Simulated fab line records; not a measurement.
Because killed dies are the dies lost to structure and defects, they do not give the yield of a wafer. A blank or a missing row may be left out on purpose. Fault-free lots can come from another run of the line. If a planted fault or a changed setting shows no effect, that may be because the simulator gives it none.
Struck lot and sound lot, side by side :: flow n5-finfet :: 19 steps out of a route of 1938
Sound: these wafers, L987.3, L987.4, L987.5. Struck: wafer L993.1. (L993.5, L993.6 of the same lot were not struck and are left out.) The cause comes at the end.
For every step that has rows: the tool of each side, followed by ch and its chambers, followed by its first start. Under that, the readings that differ: sound wafers :: struck wafers :: difference of the means :: sigmas: that difference in standard deviations of wafers without a fault.
alike: same words and numbers on both sides, and readings whose means sit less than 2 such deviations apart. not compared: any withheld reading, any reading some wafer has no value for, any bound like >300 that may hide the same value, and any number with overlapping values for which the record gives no deviation.
Wherever a step has rows on one side only, a row that says differs or no value, or a row with sigmas, the two part there. Non-overlapping numbers with no deviation appear without sigmas and do not part them. A reading missing from all wafers of one side parts the sides only when that side holds two or more wafers.

first, 1 step without rows for these wafers: N5_BEOL_M15_DESCUM_33 (chemistry O2, time 7.9 s).
N5_BEOL_M15_ETCH_61: etches BARC in N2/H2, target depth 89 nm, overetch 26.7 nm, time 67.9 s.
  sound on rie-diel-03 ch 0,1, day 12 21:08; struck on rie-diel-04 ch 2, day 14 12:50
reading: oes-product-au (a.u.)
sound: 0.66 0.71 0.66
struck: 0.86
difference: +0.18
sigmas: +3
  alike: drypump-motor-current-A, rf-vpp-V, showerhead-plenum-p-Torr, throttle-valve-pct
  not compared: rf-hours-counter-h
N5_BEOL_M15_TRENCH_ETCH_34: etches SiO2 in C4F8/O2/Ar, target depth 872.93 nm, time 199 s.
  sound on rie-diel-03 ch 0,1, day 12 21:12; struck on rie-diel-04 ch 2, day 14 12:53
reading: oes-product-au (a.u.)
sound: 0.78 0.83 0.78
struck: 0.99
difference: +0.19
sigmas: +3
  alike: O2_flow_sccm, drypump-motor-current-A, he-inner-torr, rf-vpp-V, showerhead-plenum-p-Torr, throttle-valve-pct
  not compared: rf-hours-counter-h
then, 2 steps without rows for these wafers: N5_BEOL_M15_STRIP_36 (strips in O2); N5_BEOL_M15_STRIP_62 (strips in O2).
N5_BEOL_M15_STRIP_37: strips in O2.
  sound on rie-diel-01 ch 0,1,2; struck on rie-diel-03 ch 2
  alike: drypump-motor-current-A, oes-product-au, rf-vpp-V, showerhead-plenum-p-Torr, throttle-valve-pct
  not compared: rf-hours-counter-h
then, 5 steps without rows for these wafers: N5_BEOL_M15_ETCH_38 (etches SiCN in CF4/N2, target depth 106.4 nm, time 120.5 s); N5_BEOL_M15_PRECLEAN_39 (cleans in residue remover, time 60 s); N5_BEOL_M15_SRD_40 (time 30 s, dry time 30 s); N5_BEOL_M15_DEGAS_41 (time 60 s); N5_BEOL_M15_PRE_CLEAN_42 (time 30 s).
N5_BEOL_M15_SPUTTER_43: material TaN, target thk 15 nm, time 24.19 s.
  sound on pvd-sputter-02 at day 12 22:58; struck on pvd-sputter-02 at day 14 15:04
reading: cathode-dc-power-W (W)
sound: 14998 15002 14998
struck: 12372
difference: -2627
sigmas: -99 or more

reading: model.TaN_of_BEOL_M15_SPUTTER_43.thk-nm (nm)
sound: 14.8 15 15.2
struck: 12.2
difference: -2.8
sigmas: 
  alike: throttle-valve-pct
N5_BEOL_M15_SPUTTER_44: material Ta, target thk 15 nm, time 24.19 s.
  sound on pvd-sputter-02 at day 12 23:03; struck on pvd-sputter-02 at day 14 15:08
  alike: cathode-dc-power-W, throttle-valve-pct
then, 2 steps without rows for these wafers: N5_BEOL_M15_SPUTTER_45 (material Cu, target thk 100 nm, time 16.67 s); N5_BEOL_M15_ECD_47 (material Cu, target thk 1860 nm).
N5_BEOL_M15_ANNEAL_48: time 90 s.
  sound on rtp-anneal-02 ch 0, day 12 23:49; struck on rtp-anneal-02 ch 0, day 14 15:34
  alike: wafer_temp_C_max
N5_BEOL_M15_CMP_49: polishes, stops on SiO2, t overpolish 4.9 s, target thk 850 nm.
  sound on cmp-03 ch 0,1,2, day 13 00:01; struck on cmp-02 ch 2, day 14 15:52
reading: barrier-field-endpoint-s (s)
sound: 11.58 11.48 11.56
struck: 10.34
difference: -1.20
sigmas: -4
  alike: motor-current-A, slurry-flow-ml-min
N5_BEOL_M15_THK_MEAS_50: measures by xrf.
  sound on film-metro-02 at day 13 00:19; struck on film-metro-01 at day 14 16:10
  alike: M15_THK
N5_PASSIVATION_PROBE_49:
  sound on prober-02 at day 13 23:49; struck on prober-02 at day 15 07:29
reading: defect-limited-yield (%)
sound: 93.3 92.4 92.3
struck: 89.7
difference: -3.0
sigmas: -2

reading: killed-at-front-end
sound: 26 33 39
struck: 61
difference: +28
sigmas: +3

reading: killed-dies
sound: 79 90 91
struck: 121
difference: +34
sigmas: +2

reading: killed-open
sound: 50 69 57
struck: 88
difference: +29
sigmas: +2

reading: sort_bin_6_memory (%)
sound: 2.6 3.3 3.0
struck: 4.6
difference: +1.6
sigmas: +3
  alike: killed_at_M0_to_M3, killed_at_M4_up, killed-at-contacts, killed-at-other, killed-short, sort_bin_5_function, sort_bin_8_speed, sort-n-pass, sort-yield-pct

WHERE THEY PART
First at N5_BEOL_M15_ETCH_61; last, within this record, at N5_PASSIVATION_PROBE_49.

WHY: whatever the simulator had introduced
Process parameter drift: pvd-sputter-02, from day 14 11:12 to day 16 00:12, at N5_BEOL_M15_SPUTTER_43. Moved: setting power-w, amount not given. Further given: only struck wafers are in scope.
